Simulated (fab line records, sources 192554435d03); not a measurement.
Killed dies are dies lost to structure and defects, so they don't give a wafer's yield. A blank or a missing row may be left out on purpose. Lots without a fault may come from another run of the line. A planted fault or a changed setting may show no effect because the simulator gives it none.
fab line records | flow n5_finfet
record lots=5 wafers=15 last_day=17
route steps=1938 shown DUMMY_GATE@256 SPACER0@258 SD_EPI_N@262 BEOL_M4@1111 PASSIVATION@1936
lots that met no fault: from a run of the same line without faults
start_h: hours from the record's first day to the start of the lot's first wafer shown | wait_h: hours since the lot's step before | " the same as in the row above | L1.1+2: a row that stands for several wafers | - no value, or no start given | * or withheld: withheld | < > ~ a bound
route shown NAME@n: a module of which the file shows steps, and the number in the route of the first | usual: mean/standard deviation of fault-free wafers | same: alike in all rows | chamber/n: place in a boat | sites: the reading at each site | _std_site: their standard deviation | _edge_site: outer sites' mean less inner sites' | radius_mm: how far each site lies from the wafer's centre | mask NAME#n: copy n | behind: the tool/chamber that last shaped the wafer | hold: why the lot was held/for how many hours/how that ended | device: the transistor (n, p or np) that didn't switch | end of line: the same wafers' tests at the end of the route | a step without rows: its recipe alone | killed: dies lost to structure and defects at the first sort, not the wafer's yield | map: a wafer's dies, x killed, . not, _ none there
set.NAME: the setting as run; set.NAME@STEP: as run at that earlier step | model.NAME: the simulator's own value behind a step, which no gauge read
lots at some steps of the route; a table a step, a row a wafer
services: from which hour (start_h, from the record's first day; less than 0 if before it) a tool's chamber was out of use, for how many hours, and why
## steps
# step N5_DUMMY_GATE_UV_OZONE_45
# recipe time_s=120 pressure_torr=760 temp_c=25
# step N5_SPACER0_ALD_07
# recipe material=SiNx target_thk_a=20 temp_c=400 ald_precursor_family=SiH2I2 ald_co_reactant=N2/H2-plasma pressure_torr=2
# step N5_SPACER0_ALD_00
# recipe material=SiOCN target_thk_a=35 temp_c=400 ald_precursor_family=alkyl-aminosilane ald_co_reactant=O2/N2-plasma pulse_time_s=3 purge_time_s=2 co_reactant_purge_time_s=2 ald_cycles=58 pressure_torr=2
# step N5_SPACER0_ALD_08
# recipe material=SiNx target_thk_a=20 temp_c=400 ald_precursor_family=SiH2I2 ald_co_reactant=N2/H2-plasma pressure_torr=2
# step N5_SD_EPI_N_COAT_32
# recipe resist=SOC temp_c=250 time_s=60 spin_rpm=1500 resist_thk_nm=350
# step N5_SD_EPI_N_COAT_33
# recipe resist=SiARC temp_c=220 time_s=60 spin_rpm=1500 resist_thk_nm=35
# step N5_SD_EPI_N_COAT_03
# recipe resist=CAR-ArF-block spin_rpm=1500 resist_thk_nm=150
# step N5_SD_EPI_N_EBR_05
# recipe solvent=PGMEA ebr_width_mm=1.5
# step N5_SD_EPI_N_SOFTBAKE_04
# recipe temp_c=110 time_s=60 resist=CAR-ArF-block
# step N5_SD_EPI_N_EXPOSE_06
# recipe mask_id=SD_N_BLK na=1.35 source_shape=conventional sigma_outer=0.8 polarization=unpolarized target_cd_nm=120 dose_mj=39.75
# step N5_SD_EPI_N_PEB_07
# recipe peb_temp_c=110 peb_time_s=60 resist=CAR-ArF-block
# usual heater_power_total_W=175.1/1.6 resist_line_temp_C=22.98/0.12
# columns lot.wafer tool chamber start_h wait_h heater_power_total_W resist_line_temp_C
L312.2 litho_track-02 0 72.61 0.0 177.3 23.08
L312.4 " 0 " " 173.0 23.00
L312.6 " 0 " " 175.1 22.91
L318.2 litho_track-02 0 111.91 0.0 190.4 22.79
L318.3 " 0 " " 187.4 23.00
L318.4 " 0 " " 191.1 22.95
L320.3 litho_track-02 0 120.18 0.0 191.9 22.95
L320.5 " 0 " " 188.0 22.95
L320.6 " 0 " " 187.9 22.87
L321.2 litho_track-02 0 128.32 0.0 192.5 23.13
L321.3 " 0 " " 190.7 22.77
L321.4 " 0 " " 191.3 23.03
L327.1 litho_track-03 0 162.50 0.1 174.5 23.09
L327.4 " 0 " " 174.8 23.15
L327.6 " 0 " " 174.7 23.01
# step N5_SD_EPI_N_DEVELOP_08
# recipe develop_time_s=30 developer=TMAH resist=CAR-ArF-block dev_temp_c=23 rinse_liquid=diw dry=air_spin
# step N5_SD_EPI_N_CD_MEAS_09
# recipe target_cd_nm=120 landing_energy_ev=500 detector=se_inlens
# usual cd_nm=120.0/0.72
# same landing_energy_ev=500
# columns lot.wafer tool chamber start_h wait_h cd_nm
L312.2 cd_sem-02 0 72.68 - 120.3
L312.4 " 0 " " 120.0
L312.6 " 0 " " 120.0
L318.2 cd_sem-01 0 111.97 - 115.3
L318.3 " 0 " " 115.4
L318.4 " 0 " " 115.0
L320.3 cd_sem-02 0 120.25 - 115.4
L320.5 " 0 " " 116.3
L320.6 " 0 " " 116.1
L321.2 cd_sem-01 0 128.39 - 116.6
L321.3 " 0 " " 117.2
L321.4 " 0 " " 117.6
L327.1 cd_sem-02 0 162.57 - 119.7
L327.4 " 0 " " 119.7
L327.6 " 0 " " 120.2
# step N5_SD_EPI_N_DESCUM_14
# recipe chemistry=O2 time_s=7.9 source_power_w=50 bias_power_w=20 pressure_mtorr=20 rf_frequency_hz=2.712e+07 temp_c=40 resist=CAR-ArF-block o2_flow_sccm=225
# usual drypump_motor_current_A=5.5/0.39 oes_product_au=0.80/0.096 rf_vpp_V=243.0/1.4 showerhead_plenum_p_Torr=2.09/0.083 throttle_valve_pct=20.44/0.24
# columns lot.wafer tool chamber start_h wait_h drypump_motor_current_A oes_product_au rf_hours_counter_h rf_vpp_V showerhead_plenum_p_Torr throttle_valve_pct model.SD_EPI_N.cd_nm
L312.2 rie_diel-04 1 72.77 0.0 6.5 0.93 12 242.9 2.05 20.59 120.4
L312.4 " 3 " " 5.9 0.70 232 241.8 1.97 20.72 120
L312.6 " 3 " " 5.8 0.70 - 240.2 1.97 20.71 120
L318.2 rie_diel-01 2 112.28 0.2 6.0 0.70 212 242.5 1.98 20.45 115.6
L318.3 " 3 " " 4.9 0.98 5 243.2 2.15 20.15 115.6
L318.4 " 0 " " 5.5 0.68 246 241.8 2.06 20.64 114.6
L320.3 rie_diel-01 1 120.33 0.0 5.2 0.70 235 243.1 2.15 20.51 115.6
L320.5 " 2 " " 5.9 0.69 - 239.4 1.98 20.44 116.6
L320.6 " 1 " " 5.2 0.70 - 243.5 2.15 20.50 116.2
L321.2 rie_diel-04 0 128.48 0.0 5.1 0.69 245 243.2 2.08 20.85 116.8
L321.3 " 2 " " 5.4 0.85 72 243.9 2.11 20.07 117.4
L321.4 " 1 " " 6.5 0.91 - 242.1 2.04 20.60 118
L327.1 rie_diel-04 3 162.66 0.0 5.9 0.99 2 244.0 2.23 20.38 120
L327.4 " 1 " " 6.5 0.88 44 241.9 2.04 20.63 119.6
L327.6 " 3 " " 5.9 0.98 - 244.9 2.23 20.37 120.2
# step N5_SD_EPI_N_ETCH_34
# recipe chemistry=CF4 target=SiARC target_depth_a=455 mask_material=CAR-ArF-block time_s=75.8 ion_energy_ev=80 pressure_mtorr=40 source_w=545 bias_w=36 Ar_flow_sccm=100 cf4_flow_sccm=100 ends=cleared
# step N5_SD_EPI_N_ETCH_35
# recipe chemistry=N2/H2 target=SOC overetch_a=1080 mask_material=SiARC temp_c=40 ion_energy_ev=100 source_w=3000 bias_w=133 pressure_mtorr=20 time_s=486 n2_flow_sccm=200 h2_flow_sccm=200
# step N5_SD_EPI_N_STRIP_36
# recipe chemistry=N2/H2 temp_c=40 n2_flow_sccm=200 h2_flow_sccm=200 rf_frequency_hz=6e+07
# step N5_SD_EPI_N_ETCHBACK_44
# recipe chemistry=CH3F/O2 mode=anisotropic_etchback target=SiNx target_depth_a=145 stop_on=SiO2 over_etch_frac=0.3 ion_energy_ev=120 pressure_mtorr=30 source_w=395 bias_w=73 Ar_flow_sccm=150 CH3F_flow_sccm=30 O2_flow_sccm=20
# step N5_SD_EPI_N_ETCH_45
# recipe chemistry=CH3F/O2 target=SiOCN target_depth_a=60 mask_material=SOC ion_energy_ev=60 bias_w=29 pressure_mtorr=15 source_w=410 Ar_flow_sccm=150 CH3F_flow_sccm=30 O2_flow_sccm=20
# step N5_SD_EPI_N_ETCH_16
# recipe chemistry=CHF3/O2 target=SiO2 target_depth_a=50 mask_material=SOC pressure_mtorr=30 source_w=650 bias_w=170 Ar_flow_sccm=200 CHF3_flow_sccm=50 O2_flow_sccm=5 ion_energy_ev=200
# step N5_SD_EPI_N_STRIP_47
# recipe chemistry=CHF3/O2 resist=SiARC rf_frequency_hz=6e+07
# step N5_SD_EPI_N_SD_RECESS_17
# recipe chemistry=HBr/Cl2/O2 target_depth_a=410 mask_material=SOC time_s=23.7 bt_time_s=3 pressure_mtorr=10 icp_w=800 bias_w=112 HBr_flow_sccm=150 Cl2_flow_sccm=80 O2_flow_sccm=12
# usual HBr_flow_sccm=150.0/0.47 drypump_motor_current_A=5.7/0.52 he_backside_leak_sccm=2.8/0.34 oes_product_au=1.007/0.0097 throttle_valve_pct=37.1/0.37
# columns lot.wafer tool chamber start_h wait_h HBr_flow_sccm drypump_motor_current_A he_backside_leak_sccm oes_product_au rf_hours_counter_h throttle_valve_pct model.SD_EPI_N.cd_nm
L312.2 rie_si-03 1 73.45 0.0 149.9 5.0 2.4 1.014 45 36.7 120.6
L312.4 " 3 " " 150.6 5.8 3.1 0.993 2 38.0 119.2
L312.6 " 1 " " 150.4 5.0 2.4 1.014 - 36.7 119.6
L318.2 rie_si-03 1 112.96 0.0 149.4 5.0 2.3 1.021 46 36.7 116.4
L318.3 " 0 " " 150.2 6.3 2.9 1.015 1 37.3 115.2
L318.4 " 3 " " 149.1 5.8 3.0 0.988 2 38.0 113.4
L320.3 rie_si-04 0 121.02 0.0 150.2 5.2 3.2 1.003 177 36.8 115.8
L320.5 " 1 " " 150.3 6.4 2.5 1.020 - 37.3 116.6
L320.6 " 0 " " 151.0 5.2 3.2 1.004 - 36.8 115.4
L321.2 rie_si-04 1 129.16 0.0 150.2 6.4 2.8 1.020 176 37.3 117.6
L321.3 " 3 " " 150.3 6.5 2.7 1.023 49 37.2 118
L321.4 " 0 " " 150.1 5.2 3.2 1.015 178 36.8 119.4
L327.1 rie_si-03 3 163.34 0.0 150.1 5.8 3.2 0.986 3 38.0 119.6
L327.4 " 1 " " 150.0 5.0 2.3 1.013 47 36.7 119.4
L327.6 " 1 " " 148.2 5.0 2.3 1.007 - 36.7 119.8
# step N5_SD_EPI_N_STRIP_38
# recipe chemistry=N2/H2 power_w=1000 temp_c=250 h2_frac=0.65 overash_fraction=0.3 pressure_mtorr=withheld n2_flow_sccm=1750 h2_flow_sccm=3250
# step N5_BEOL_M4_RC_MEAS_101
# usual DIBL_N=36.5/1.9 DIBL_P=36.4/2.2 IOFF_N=0.17/0.034 IOFF_P=0.21/0.036 ION_N=678/12 ION_P=462/7.1 SS_N=71.7/0.61 SS_P=73.4/0.71 VT_N=249/3.5 VT_P=-251/3
# columns lot.wafer tool chamber start_h wait_h DIBL_N[mV/V] DIBL_P[mV/V] IOFF_N[nA/um] IOFF_P[nA/um] ION_N[uA/um] ION_P[uA/um] SS_N[mV/dec] SS_P[mV/dec] VT_N[mV] VT_P[mV]
L312.2 prober-01 0 192.88 0.2 34.3 34.1 0.14 0.19 681 467 71.1 72.9 251 -249
L312.4 " 0 " " 36.2 36.3 0.18 0.21 689 469 70.6 73.3 246 -245
L312.6 " 0 " " 35.8 35.6 0.17 0.20 679 461 71.6 73.6 249 -247
L318.2 prober-02 0 254.60 0.2 34.6 35.4 0.13 0.18 665 462 71.8 73.7 253 -250
L318.3 " 0 " " 36.2 37.8 0.16 0.24 678 467 71.8 73.6 247 -246
L318.4 " 0 " " 33.7 34.8 0.12 0.19 665 465 71.1 72.0 254 -248
L320.3 prober-01 0 276.82 0.3 36.4 34.9 0.13 0.18 655 452 71.4 73.2 254 -254
L320.5 " 0 " " 37.6 36.7 0.16 0.20 669 457 71.6 72.9 251 -254
L320.6 " 0 " " 36.6 35.1 0.14 0.18 679 458 71.3 73.1 249 -255
L321.2 prober-01 0 289.64 0.2 39.4 39.8 0.20 0.22 678 455 72.7 74.0 248 -254
L321.3 " 0 " " 39.5 40.4 0.22 0.25 705 469 71.9 74.3 245 -252
L321.4 " 0 " " 37.7 37.5 0.16 0.19 670 451 72.4 74.2 251 -253
L327.1 prober-01 0 297.96 0.0 38.3 40.4 0.22 0.26 690 464 72.9 74.2 246 -249
L327.4 " 0 " " 39.2 41.2 0.25 0.26 698 466 73.2 74.2 243 -249
L327.6 " 0 " " 37.7 39.8 0.20 0.23 685 468 73.0 73.7 248 -250
# step N5_PASSIVATION_PROBE_49
# usual defect_limited_yield=91.0/1.5 killed_at_M0_to_M3=35/11 killed_at_M4_up=13/5 killed_at_contacts=12/5.9 killed_at_front_end=42/13 killed_at_other=3/3.2 killed_dies=106/18 killed_open=69/13 killed_short=35/8.9 sort_bin_5_function=5.2/0.95 sort_bin_6_memory=3.3/0.71 sort_bin_8_speed=0.00/0.016 sort_n_pass=1074/18 sort_yield_pct=91.0/1.5
# same gross_dies=1180 killed_at_back_side=0 sort_bin_4_leakage[%]=0
# columns lot.wafer tool chamber start_h wait_h defect_limited_yield[%] killed_at_M0_to_M3 killed_at_M4_up killed_at_contacts killed_at_front_end killed_at_other killed_dies killed_open killed_short sort_bin_5_function[%] sort_bin_6_memory[%] sort_bin_8_speed[%] sort_n_pass sort_yield_pct[%]
L318.2 prober-01 - 366.89 0.1 92.5 37 6 3 37 5 88 61 27 4.1 3.1 0 1092 92.5
L318.3 prober-01 - 366.94 0.1 90.1 44 23 9 35 6 117 82 34 6.0 3.6 0 1063 90.1
L318.4 prober-01 - 366.99 0.2 93.5 32 8 3 29 5 77 48 27 4.0 2.3 0 1103 93.5
L321.2 prober-01 - 409.06 0.1 91.9 30 9 8 47 1 95 59 30 4.5 3.0 0 1085 91.9
L321.3 prober-01 - 409.11 0.1 90.8 24 10 15 59 0 108 79 28 5.3 3.6 0 1072 90.8
L321.4 prober-01 - 409.16 0.2 90.4 32 19 14 46 2 113 73 33 5.6 3.7 0 1067 90.4
# killed by level:class
L318.2 BEOL_M0_SAQP:geometric_particle:open=11 BEOL_M2:geometric_particle:open=8 DUMMY_GATE:geometric_particle:open=7 DUMMY_GATE:geometric_particle:short=7 BEOL_M1:geometric_particle:open=5 FIN_SAQP:geometric_particle:open=4 STI_FIN_REVEAL:geometric_particle:open=4 BEOL_M0_SAQP:geometric_particle:short=4
L318.3 BEOL_M4:geometric_particle:open=16 DUMMY_GATE:geometric_particle:open=11 BEOL_M0_SAQP:geometric_particle:open=11 MOL_CONTACT_COAG:geometric_particle:open=8 BEOL_M0_SAQP:geometric_particle:short=8 BEOL_M3:geometric_particle:open=8 BEOL_M2:geometric_particle:open=6 STI_FIN_REVEAL:geometric_particle:open=4
L318.4 BEOL_M2:geometric_particle:open=9 STI_FIN_REVEAL:geometric_particle:open=8 GATE_CUT:geometric_particle:short=6 BEOL_M1:geometric_particle:open=6 BEOL_M3:geometric_particle:open=6 FIN_SAQP:geometric_particle:short=4 BEOL_M2:geometric_particle:short=3 MOL_CONTACT_COAG:geometric_particle:open=3
L321.2 STI_FIN_REVEAL:geometric_particle:open=7 FIN_SAQP:geometric_particle:open=6 FIN_SAQP:geometric_particle:short=6 BEOL_M3:geometric_particle:open=6 MOL_CONTACT_COAG:geometric_particle:open=6 BEOL_M0_SAQP:geometric_particle:open=5 BEOL_M0:geometric_particle:open=5 ILD0:geometric_particle:short=4
L321.3 FIN_SAQP:geometric_particle:open=18 MOL_CONTACT_COAG:geometric_particle:open=13 FIN_SAQP:geometric_particle:short=9 STI_FIN_REVEAL:geometric_particle:open=7 BEOL_M2:geometric_particle:open=6 DUMMY_GATE:geometric_particle:open=5 BEOL_M0_SAQP:geometric_particle:open=5 BEOL_M1:geometric_particle:open=5
L321.4 FIN_SAQP:geometric_particle:open=23 MOL_CONTACT_COAG:geometric_particle:open=10 FIN_SAQP:geometric_particle:short=8 BEOL_M4:geometric_particle:open=8 BEOL_M2:geometric_particle:open=7 BEOL_M0:geometric_particle:open=5 BEOL_M2:geometric_particle:short=5 BEOL_M3:geometric_particle:open=4
## services
# columns tool chamber start_h hours kind
rie_si-03 - 54.11 4.0 pm
rie_si-03 0 58.11 - clean
rie_si-03 0 58.11 11.9 scheduled_down
rie_si-03 0 58.11 11.9 vent_cycle
rie_si-04 - 61.52 0.4 repair
rie_diel-01 3 72.93 - clean
rie_diel-01 3 72.93 - consumable_replace:esc
rie_diel-01 3 72.93 - consumable_replace:focus_ring
rie_diel-01 3 72.93 27.6 scheduled_down
rie_diel-01 3 72.93 27.6 vent_cycle
rie_diel-04 1 80.43 8.6 repair
rie_diel-01 2 88.49 2.0 repair
rie_si-03 1 120.04 5.0 repair
rie_diel-04 3 128.01 - clean
rie_diel-04 3 128.01 - consumable_replace:focus_ring
rie_diel-04 3 128.01 - consumable_replace:showerhead
rie_diel-04 3 128.01 28.4 scheduled_down
rie_diel-04 3 128.01 28.4 vent_cycle
rie_diel-01 0 128.11 - clean
rie_diel-01 0 128.11 - consumable_replace:focus_ring
rie_si-03 3 147.99 2.1 repair
rie_diel-01 1 153.53 - clean
rie_diel-01 1 153.53 - consumable_replace:focus_ring
rie_diel-01 1 153.53 22.3 scheduled_down
## key
first_sign step=N5_SD_EPI_N_PEB_07 reading=heater_power_total_W direction=up sigmas=9.6 usual=* struck=*
effect step=N5_SD_EPI_N_CD_MEAS_09 reading=cd_nm direction=down sigmas=5.4 usual=120.0 struck=116.1 through=control_loop
model_effect step=N5_SD_EPI_N_DESCUM_14 value=SD_EPI_N.cd_nm without=120.7 struck=116.3
model_effect step=N5_SD_EPI_N_SD_RECESS_17 value=SD_EPI_N.cd_nm without=120.9 struck=116.4
met_at N5_SD_EPI_N_PEB_07
struck_wafers L318.2,L318.3,L318.4,L320.3,L320.5,L320.6,L321.2,L321.3,L321.4
loop_trim step=N5_SD_EPI_N_EXPOSE_06 setting=dose lots=L321
onset_between 72.61 111.91
fault kind=process_parameter_drift tool=litho_track-02 chamber=- onset_h=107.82 steps=N5_SD_EPI_N_PEB_07 channel=peb_time_s offset=* shape=step end_h=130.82 acts_in=* stated=*
# loop_trim: a control loop set the setting to another value than it would have without faults
